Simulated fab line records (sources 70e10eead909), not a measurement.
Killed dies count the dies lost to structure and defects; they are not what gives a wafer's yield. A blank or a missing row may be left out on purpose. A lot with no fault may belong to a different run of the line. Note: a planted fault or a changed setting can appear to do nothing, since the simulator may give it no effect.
What tool caused it? | flow nand-harc | 24 lots, 72 wafers sampled, at 6 steps of a route of 1302

## WHAT EACH GAUGE READ, for each wafer
NHARC_A_BONDPAD_THK_MEAS_30: measures by ellipsometry. Usual: thk-nm 200.1 nm, standard deviation 1.5.
lot  | measured     | on            | thk-nm (nm)       | flag
L074 | day 23 06:27 | film-metro-01 | 198.9 199.9 199.0 |
L075 | day 23 07:30 | film-metro-02 | 200.8 200.9 199.8 |
L077 | day 24 02:19 | film-metro-01 | 197.5 200.3 197.1 |
L076 | day 24 02:46 | film-metro-01 | 201.3 198.8 199.3 |
L078 | day 24 09:03 | film-metro-01 | 200.3 199.8 200.4 |
L079 | day 24 18:57 | film-metro-01 | 201.2 198.7 198.1 |
L080 | day 25 13:56 | film-metro-02 | 201.2 198.1 200.0 |
L081 | day 25 15:16 | film-metro-01 | 198.9 199.2 198.8 |
L082 | day 26 05:20 | film-metro-02 | 199.3 199.4 197.0 |
L083 | day 26 16:41 | film-metro-01 | 201.7 200.4 199.7 |
L084 | day 27 17:01 | film-metro-02 | 201.1 201.2 199.8 |
L085 | day 27 18:38 | film-metro-01 | 200.4 203.0 200.4 |
L086 | day 27 20:26 | film-metro-02 | 198.7 201.4 201.2 |
L087 | day 28 07:31 | film-metro-02 | 202.0 202.2 200.1 |
L089 | day 29 01:47 | film-metro-02 | 198.2 197.7 198.7 |
L088 | day 29 10:01 | film-metro-01 | 201.0 203.9 202.2 |
L091 | day 29 16:35 | film-metro-02 | 202.7 200.1 200.3 |
L090 | day 30 12:02 | film-metro-01 | 200.1 199.8 202.4 |
L092 | day 31 00:37 | film-metro-02 | 199.6 201.0 199.7 |
L095 | day 31 06:21 | film-metro-01 | 200.7 201.6 200.9 |
L093 | day 31 10:38 | film-metro-01 | 199.6 200.2 198.7 |
L094 | day 31 11:22 | film-metro-02 | 199.6 200.8 196.5 |
L096 | day 31 19:51 | film-metro-01 | 200.7 201.7 199.2 |
L097 | day 32 17:01 | film-metro-02 | 199.5 199.3 198.0 |

NHARC_A_BONDPAD_CD_MEAS_13. Usual: cd-nm 499.5 nm, standard deviation 1.5.
lot  | measured     | on        | cd-nm (nm)        | flag
L074 | day 23 07:32 | cd-sem-02 | 501.2 501.1 501.3 |
L075 | day 23 08:36 | cd-sem-03 | 499.6 499.6 498.5 |
L077 | day 24 03:17 | cd-sem-02 | 498.8 499.5 498.5 |
L076 | day 24 03:52 | cd-sem-02 | 499.5 498.1 498.0 |
L078 | day 24 10:10 | cd-sem-01 | 501.8 499.7 500.2 |
L079 | day 24 20:03 | cd-sem-02 | 497.4 496.7 498.2 |
L080 | day 25 15:21 | cd-sem-02 | 499.2 497.8 498.8 |
L081 | day 25 16:22 | cd-sem-03 | 499.5 500.2 500.1 |
L082 | day 26 06:19 | cd-sem-03 | 503.0 500.3 500.4 |
L083 | day 26 17:49 | cd-sem-01 | 498.0 498.2 499.1 |
L084 | day 27 17:59 | cd-sem-02 | 498.8 498.4 497.3 |
L085 | day 27 19:36 | cd-sem-03 | 500.6 501.8 501.0 |
L086 | day 27 21:24 | cd-sem-02 | 500.9 501.0 501.3 |
L087 | day 28 08:29 | cd-sem-01 | 496.7 498.0 498.5 |
L089 | day 29 02:53 | cd-sem-03 | 501.7 501.0 501.4 |
L088 | day 29 11:07 | cd-sem-01 | 501.8 499.9 501.6 |
L091 | day 29 17:44 | cd-sem-02 | 499.1 498.7 498.8 |
L090 | day 30 13:11 | cd-sem-02 | 500.3 501.0 499.4 |
L092 | day 31 01:46 | cd-sem-03 | 499.7 500.3 500.2 |
L095 | day 31 07:26 | cd-sem-01 | 497.9 497.8 498.9 |
L093 | day 31 11:44 | cd-sem-03 | 498.6 498.7 499.6 |
L094 | day 31 12:20 | cd-sem-01 | 497.5 500.6 499.8 |
L096 | day 31 20:52 | cd-sem-03 | 502.2 498.9 500.4 |
L097 | day 32 18:06 | cd-sem-03 | 498.2 499.7 498.6 |

## WHAT TOOL EACH LOT RAN ON (gives the tool, then ch and the chambers of the sampled wafers, and finally the start)
lot  | NHARC_A_M0_ETCH_34                 | NHARC_A_M0_PVD_21                       | NHARC_A_M1_PVD_20                       | NHARC_A_BONDPAD_DEP_00
L074 | rie-diel-07 ch 0,1,3, day 22 22:40 | pvd-sputter-02, day 23 05:47 or earlier | pvd-sputter-01, day 23 05:47 or earlier | pecvd-01 ch 0,2, day 23 05:47
L075 | rie-diel-02 ch 0,1,3, day 22 23:38 | pvd-sputter-01, day 23 06:53 or earlier | pvd-sputter-01, day 23 06:53 or earlier | pecvd-01 ch 0,1,2, day 23 06:53
L077 | rie-diel-02 ch 0,1, day 23 18:18   | pvd-sputter-01, day 24 01:40 or earlier | pvd-sputter-02, day 24 01:40 or earlier | pecvd-04 ch 0,2, day 24 01:40
L076 | rie-diel-02 ch 0,1,3, day 23 18:53 | pvd-sputter-02, day 24 02:46 or earlier | pvd-sputter-01, day 24 02:46 or earlier | pecvd-01 ch 0,1, day 24 02:46 or earlier
L078 | rie-diel-07 ch 1,2, day 24 01:04   | pvd-sputter-03, day 24 08:32 or earlier | pvd-sputter-03, day 24 08:32 or earlier | pecvd-03 ch 0,1,2, day 24 08:32
L079 | rie-diel-09 ch 1,2,3, day 24 11:04 | pvd-sputter-02, day 24 18:18 or earlier | pvd-sputter-01, day 24 18:18 or earlier | pecvd-01 ch 0,1,2, day 24 18:18
L080 | rie-diel-07 ch 0,1,2, day 25 06:10 | pvd-sputter-02, day 25 13:17 or earlier | pvd-sputter-02, day 25 13:17 or earlier | pecvd-03 ch 0,1,2, day 25 13:17
L081 | rie-diel-07 ch 0,1,3, day 25 07:18 | pvd-sputter-02, day 25 14:37 or earlier | pvd-sputter-03, day 25 14:37 or earlier | pecvd-03 ch 0,1, day 25 14:37
L082 | rie-diel-02 ch 1,2,3, day 25 21:33 | pvd-sputter-02, day 26 04:41 or earlier | pvd-sputter-02, day 26 04:41 or earlier | pecvd-01 ch 0,2, day 26 04:41
L083 | rie-diel-09 ch 0,1, day 26 08:53   | pvd-sputter-01, day 26 16:05 or earlier | pvd-sputter-02, day 26 16:05 or earlier | pecvd-03 ch 0,2, day 26 16:05
L084 | rie-diel-09 ch 0,1,2, day 27 08:38 | pvd-sputter-01, day 27 16:24 or earlier | pvd-sputter-02, day 27 16:24 or earlier | pecvd-03 ch 1,2, day 27 16:24
L085 | rie-diel-07 ch 0,1,2, day 27 10:19 | pvd-sputter-03, day 27 18:01 or earlier | pvd-sputter-03, day 27 18:01 or earlier | pecvd-01 ch 0,2, day 27 18:01
L086 | rie-diel-07 ch 1,2,3, day 27 11:59 | pvd-sputter-03, day 27 19:47 or earlier | pvd-sputter-01, day 27 19:47 or earlier | pecvd-03 ch 0,1,2, day 27 19:47
L087 | rie-diel-02 ch 0,3, day 27 23:42   | pvd-sputter-02, day 28 07:31 or earlier | pvd-sputter-03, day 28 07:31 or earlier | pecvd-04 ch 0,1,2, day 28 07:31 or earlier
L089 | rie-diel-02 ch 0,2,3, day 28 17:39 | pvd-sputter-02, day 29 01:08 or earlier | pvd-sputter-02, day 29 01:08 or earlier | pecvd-01 ch 1,2, day 29 01:08
L088 | rie-diel-02 ch 0,1,2, day 29 02:16 | pvd-sputter-01, day 29 09:22 or earlier | pvd-sputter-02, day 29 09:22 or earlier | pecvd-03 ch 0,1,2, day 29 09:22
L091 | rie-diel-02 ch 2,3, day 29 08:41   | pvd-sputter-02, day 29 15:56 or earlier | pvd-sputter-02, day 29 15:56 or earlier | pecvd-03 ch 0,2, day 29 15:56
L090 | rie-diel-02 ch 0,1,2, day 30 03:56 | pvd-sputter-03, day 30 11:26 or earlier | pvd-sputter-02, day 30 11:26 or earlier | pecvd-04 ch 0,1,2, day 30 11:26
L092 | rie-diel-02 ch 1,2,3, day 30 13:08 | pvd-sputter-02, day 31 00:00 or earlier | pvd-sputter-02, day 31 00:00 or earlier | pecvd-01 ch 0,1, day 31 00:00
L095 | rie-diel-02 ch 1,2, day 30 22:07   | pvd-sputter-01, day 31 05:44 or earlier | pvd-sputter-03, day 31 05:44 or earlier | pecvd-03 ch 1,2, day 31 05:44
L093 | rie-diel-09 ch 0,1, day 31 02:53   | pvd-sputter-02, day 31 10:38 or earlier | pvd-sputter-02, day 31 10:38 or earlier | pecvd-01 ch 0,2, day 31 10:38 or earlier
L094 | rie-diel-02 ch 0,2,3, day 31 03:18 | pvd-sputter-03, day 31 10:43 or earlier | pvd-sputter-03, day 31 10:43 or earlier | pecvd-01 ch 1,2, day 31 10:43
L096 | rie-diel-02 ch 1,3, day 31 11:41   | pvd-sputter-03, day 31 19:04 or earlier | pvd-sputter-02, day 31 19:04 or earlier | pecvd-04 ch 2, day 31 19:04
L097 | rie-diel-07 ch 0,2,3, day 32 09:00 | pvd-sputter-01, day 32 17:01 or earlier | pvd-sputter-02, day 32 17:01 or earlier | pecvd-01 ch 0,1, day 32 17:01 or earlier
- NHARC_A_M0_ETCH_34: etches the open film in N2/H2, target depth 40 nm, overetch 12 nm, time 43.94 s.
- NHARC_A_M0_PVD_21: deposits Cu, target thk 30 nm, time 20.49 s.
- NHARC_A_M1_PVD_20: deposits TaN, target thk 5 nm, time 8.06 s.
- NHARC_A_BONDPAD_DEP_00: deposits SiCN, target thk 250 nm.

## AS READ BY THE TOOLS THEMSELVES (means over the sampled wafers that have a number; for cases with no such wafer, the mark the record gives instead)
NHARC_A_M0_ETCH_34. Usual: bias-w 150.0 W, standard deviation 0.45; drypump-motor-current-A 5.6 A, standard deviation 0.36; h2-flow-sccm 150.0 sccm, standard deviation 0.45; n2-flow-sccm 150.0 sccm, standard deviation 0.43; oes-product-au 0.999 a.u., standard deviation 0.0068; rf-fwd-power-W 395.9 W, standard deviation 1.5; rf-vpp-V 430.3 V, standard deviation 2.8; showerhead-plenum-p-Torr 2.03 Torr, standard deviation 0.098; throttle-valve-pct 14.173 %, standard deviation 0.0095.
lot  | tool        | bias-w (W) | drypump-motor-current-A (A) | h2-flow-sccm (sccm) | n2-flow-sccm (sccm) | oes-product-au (a.u.) | rf-fwd-power-W (W) | rf-vpp-V (V) | showerhead-plenum-p-Torr (Torr) | throttle-valve-pct (%) | flag
L074 | rie-diel-07 | 150.1      | 5.4                         | 150.0               | 150.3               | 0.996                 | 397.4              | 430.3        | 2.05                            | 14.178                 |
L075 | rie-diel-02 | 149.9      | 5.6                         | 150.0               | 150.2               | 0.995                 | 395.4              | 430.7        | 2.03                            | 14.173                 |
L077 | rie-diel-02 | 150.2      | 5.9                         | 149.7               | 149.9               | 0.992                 | 394.6              | 429.3        | 2.00                            | 14.171                 |
L076 | rie-diel-02 | 150.2      | 5.6                         | 149.9               | 149.9               | 0.993                 | 395.4              | 430.0        | 2.03                            | 14.171                 |
L078 | rie-diel-07 | 149.7      | 5.3                         | 150.7               | 150.5               | 1.004                 | 396.3              | 429.1        | 2.00                            | 14.173                 |
L079 | rie-diel-09 | 150.0      | 6.0                         | 149.9               | 150.2               | 1.002                 | 394.6              | 427.4        | 1.93                            | 14.175                 |
L080 | rie-diel-07 | 150.0      | 5.4                         | 150.0               | 150.1               | 0.997                 | 396.6              | 430.6        | 2.05                            | 14.164                 |
L081 | rie-diel-07 | 150.3      | 5.4                         | 150.3               | 150.0               | 0.993                 | 396.5              | 429.7        | 2.05                            | 14.178                 |
L082 | rie-diel-02 | 150.2      | 5.4                         | 150.7               | 149.8               | 1.001                 | 395.4              | 431.9        | 2.12                            | 14.165                 |
L083 | rie-diel-09 | 149.6      | 5.7                         | 150.2               | 150.0               | 1.002                 | 395.5              | 427.5        | 1.93                            | 14.177                 |
L084 | rie-diel-09 | 149.7      | 5.8                         | 149.7               | 150.5               | 0.995                 | 396.2              | 426.8        | 1.91                            | 14.164                 |
L085 | rie-diel-07 | 150.0      | 5.4                         | 149.9               | 150.0               | 0.990                 | 396.2              | 430.4        | 2.05                            | 14.171                 |
L086 | rie-diel-07 | 150.0      | 5.2                         | 150.0               | 150.2               | 0.993                 | 395.5              | 431.3        | 2.06                            | 14.177                 |
L087 | rie-diel-02 | 150.0      | 5.5                         | 149.8               | 150.1               | 0.998                 | 395.7              | 429.5        | 2.00                            | 14.170                 |
L089 | rie-diel-02 | 150.0      | 5.7                         | 149.7               | 149.9               | 1.009                 | 395.5              | 431.5        | 2.05                            | 14.164                 |
L088 | rie-diel-02 | 150.4      | 5.7                         | 150.1               | 150.0               | 1.002                 | 396.8              | 431.3        | 2.08                            | 14.178                 |
L091 | rie-diel-02 | 149.7      | 5.4                         | 149.5               | 150.0               | 1.004                 | 396.2              | 431.2        | 2.08                            | 14.167                 |
L090 | rie-diel-02 | 149.8      | 5.7                         | 150.1               | 150.1               | 1.003                 | 396.6              | 432.3        | 2.08                            | 14.173                 |
L092 | rie-diel-02 | 149.6      | 5.4                         | 149.9               | 149.9               | 0.995                 | 397.4              | 433.0        | 2.11                            | 14.182                 |
L095 | rie-diel-02 | 150.0      | 5.5                         | 149.5               | 150.1               | 0.999                 | 396.9              | 433.2        | 2.14                            | 14.173                 |
L093 | rie-diel-09 | 149.9      | 5.8                         | 150.3               | 150.3               | 1.001                 | 396.4              | 427.2        | 1.92                            | 14.173                 |
L094 | rie-diel-02 | 150.1      | 5.7                         | 150.4               | 149.8               | 0.999                 | 395.1              | 430.9        | 2.05                            | 14.179                 |
L096 | rie-diel-02 | 149.9      | 5.3                         | 150.2               | 149.7               | 0.999                 | 396.4              | 431.2        | 2.06                            | 14.173                 |
L097 | rie-diel-07 | 150.4      | 5.3                         | 150.5               | 150.0               | 0.995                 | 395.4              | 433.1        | 2.11                            | 14.171                 |

NHARC_A_M0_PVD_21. Usual: throttle-valve-pct 30.2 %, standard deviation 1.3.
lot  | tool           | throttle-valve-pct (%) | flag
L074 | pvd-sputter-02 | 31.3                   |
L075 | pvd-sputter-01 | 29.6                   |
L077 | pvd-sputter-01 | 29.1                   |
L076 | pvd-sputter-02 | 31.4                   |
L078 | pvd-sputter-03 | 29.3                   |
L079 | pvd-sputter-02 | 31.3                   |
L080 | pvd-sputter-02 | 31.4                   |
L081 | pvd-sputter-02 | 31.8                   |
L082 | pvd-sputter-02 | 31.2                   |
L083 | pvd-sputter-01 | 28.5                   |
L084 | pvd-sputter-01 | 29.5                   |
L085 | pvd-sputter-03 | 29.4                   |
L086 | pvd-sputter-03 | 29.3                   |
L087 | pvd-sputter-02 | 30.5                   |
L089 | pvd-sputter-02 | 31.3                   |
L088 | pvd-sputter-01 | 29.9                   |
L091 | pvd-sputter-02 | 31.4                   |
L090 | pvd-sputter-03 | 28.9                   |
L092 | pvd-sputter-02 | 30.5                   |
L095 | pvd-sputter-01 | 29.7                   |
L093 | pvd-sputter-02 | 31.3                   |
L094 | pvd-sputter-03 | 29.4                   |
L096 | pvd-sputter-03 | 29.6                   |
L097 | pvd-sputter-01 | 28.8                   |

NHARC_A_M1_PVD_20. Usual: throttle-valve-pct 30.4 %, standard deviation 1.2.
lot  | tool           | throttle-valve-pct (%) | flag
L074 | pvd-sputter-01 | 28.7                   |
L075 | pvd-sputter-01 | 30.8                   |
L077 | pvd-sputter-02 | 31.3                   |
L076 | pvd-sputter-01 | 29.5                   |
L078 | pvd-sputter-03 | 28.8                   |
L079 | pvd-sputter-01 | 28.7                   |
L080 | pvd-sputter-02 | 31.3                   |
L081 | pvd-sputter-03 | 29.6                   |
L082 | pvd-sputter-02 | 31.2                   |
L083 | pvd-sputter-02 | 31.3                   |
L084 | pvd-sputter-02 | 31.3                   |
L085 | pvd-sputter-03 | 29.4                   |
L086 | pvd-sputter-01 | 28.7                   |
L087 | pvd-sputter-03 | 29.4                   |
L089 | pvd-sputter-02 | 31.1                   |
L088 | pvd-sputter-02 | 30.7                   |
L091 | pvd-sputter-02 | 30.4                   |
L090 | pvd-sputter-02 | 30.7                   |
L092 | pvd-sputter-02 | 31.2                   |
L095 | pvd-sputter-03 | 29.9                   |
L093 | pvd-sputter-02 | 31.1                   |
L094 | pvd-sputter-03 | 29.8                   |
L096 | pvd-sputter-02 | 30.9                   |
L097 | pvd-sputter-02 | 31.5                   |

NHARC_A_BONDPAD_DEP_00. Usual: chamber-pressure-Torr 3.000 Torr, standard deviation 0.0064; heater-power-w 550 W, standard deviation 59; rf-fwd-power-W 449.3 W, standard deviation 1.4.
lot  | tool     | chamber-pressure-Torr (Torr) | heater-power-w (W) | rf-fwd-power-W (W) | flag
L074 | pecvd-01 | 2.994                        | 553                | 449.8              |
L075 | pecvd-01 | 3.006                        | 559                | 448.6              |
L077 | pecvd-04 | 3.010                        | 594                | 449.6              |
L076 | pecvd-01 | 2.994                        | 556                | 448.3              |
L078 | pecvd-03 | 2.999                        | 537                | 450.6              |
L079 | pecvd-01 | 3.005                        | 553                | 449.4              |
L080 | pecvd-03 | 3.001                        | 597                | 450.9              |
L081 | pecvd-03 | 3.001                        | 507                | 448.7              |
L082 | pecvd-01 | 2.998                        | 480                | 447.9              |
L083 | pecvd-03 | 3.003                        | 622                | 450.1              |
L084 | pecvd-03 | 2.998                        | 527                | 448.8              |
L085 | pecvd-01 | 2.995                        | 499                | 448.9              |
L086 | pecvd-03 | 2.998                        | 566                | 449.3              |
L087 | pecvd-04 | 3.005                        | 554                | 450.9              |
L089 | pecvd-01 | 2.997                        | 543                | 451.3              |
L088 | pecvd-03 | 2.995                        | 567                | 447.0              |
L091 | pecvd-03 | 3.005                        | 563                | 448.4              |
L090 | pecvd-04 | 3.004                        | 556                | 449.2              |
L092 | pecvd-01 | 3.000                        | 562                | 448.8              |
L095 | pecvd-03 | 2.998                        | 570                | 448.4              |
L093 | pecvd-01 | 2.995                        | 506                | 450.4              |
L094 | pecvd-01 | 2.993                        | 514                | 449.3              |
L096 | pecvd-04 | 3.005                        | 445                | 448.1              |
L097 | pecvd-01 | 2.997                        | 519                | 448.9              |

## THE ANSWER, worked out from the rows above alone
Rule: take the mean of a lot's wafers that have a number; if it is more than 3 standard deviations from the usual mean, the lot is off. Also off: a lot with no number at a reading for which 4 or more lots have one. Where the step has rows for the other lots, those lots are counted as sound. First the gauges in route order, then the tools' own readings, where a lot's mean is used as printed above. The first step at which some lot is off is used, and at that step the reading that is off furthest; a lot without a number counts as furthest.
No lot is off on any of the readings shown, so nothing can be concluded from this.

## WHAT THE SIMULATOR PUT IN
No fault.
